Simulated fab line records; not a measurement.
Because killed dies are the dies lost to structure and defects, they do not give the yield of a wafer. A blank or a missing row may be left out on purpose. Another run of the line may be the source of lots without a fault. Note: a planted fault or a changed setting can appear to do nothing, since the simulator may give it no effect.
Chamber matching + flow n5_finfet + N5_FIN_SAQP_ETCH_67 on rie_diel-05 has 4 sister chambers
The step etches SiNx in CH3F/O2, target depth 30 nm. 4 wafers are shown with their chamber, then 8 later ones without.

WAFERS WITH THEIR CHAMBER
| wafer  | chamber | showerhead_plenum_p_Torr (Torr) |
|--------|---------|---------------------------------|
| L091.2 | 1       | 1.88                            |
| L091.3 | 3       | 2.04                            |
| L091.4 | 0       | 1.91                            |
| L092.2 | 2       | 2.01                            |

WAFERS WHOSE CHAMBER IS MISSING
| wafer  | showerhead_plenum_p_Torr (Torr) |
|--------|---------------------------------|
| L092.5 | 1.91                            |
| L092.6 | 2.01                            |
| L093.2 | 2.01                            |
| L093.4 | 2.01                            |
| L093.5 | 1.87                            |
| L096.1 | 2.01                            |
| L096.3 | 2.04                            |
| L096.4 | 1.87                            |

WHICH CHAMBER EACH WENT THROUGH
| wafer  | from the rows above | in truth |
|--------|---------------------|----------|
| L092.5 | 0                   | 0        |
| L092.6 | 2                   | 2        |
| L093.2 | 2                   | 2        |
| L093.4 | 2                   | 2        |
| L093.5 | 1                   | 1        |
| L096.1 | 2                   | 2        |
| L096.3 | 3                   | 3        |
| L096.4 | 1                   | 1        |
Correct placement for 8 of the 8. Can't be placed from these rows: 0. 0 placed wrongly.
How it was worked out, from the rows above alone: a wafer's distance from a chamber is the root of the sum, over the readings, of the square of ((its reading less the chamber's mean) divided by the reading's scatter). If the next closest chamber is less than 2 further off than the closest, the wafer can't be placed; otherwise it belongs to the closest. Each chamber's mean is taken over the wafers shown for it. The scatter: root of mean squared gap, hidden wafer to nearest shown wafer, with one shown wafer a chamber.
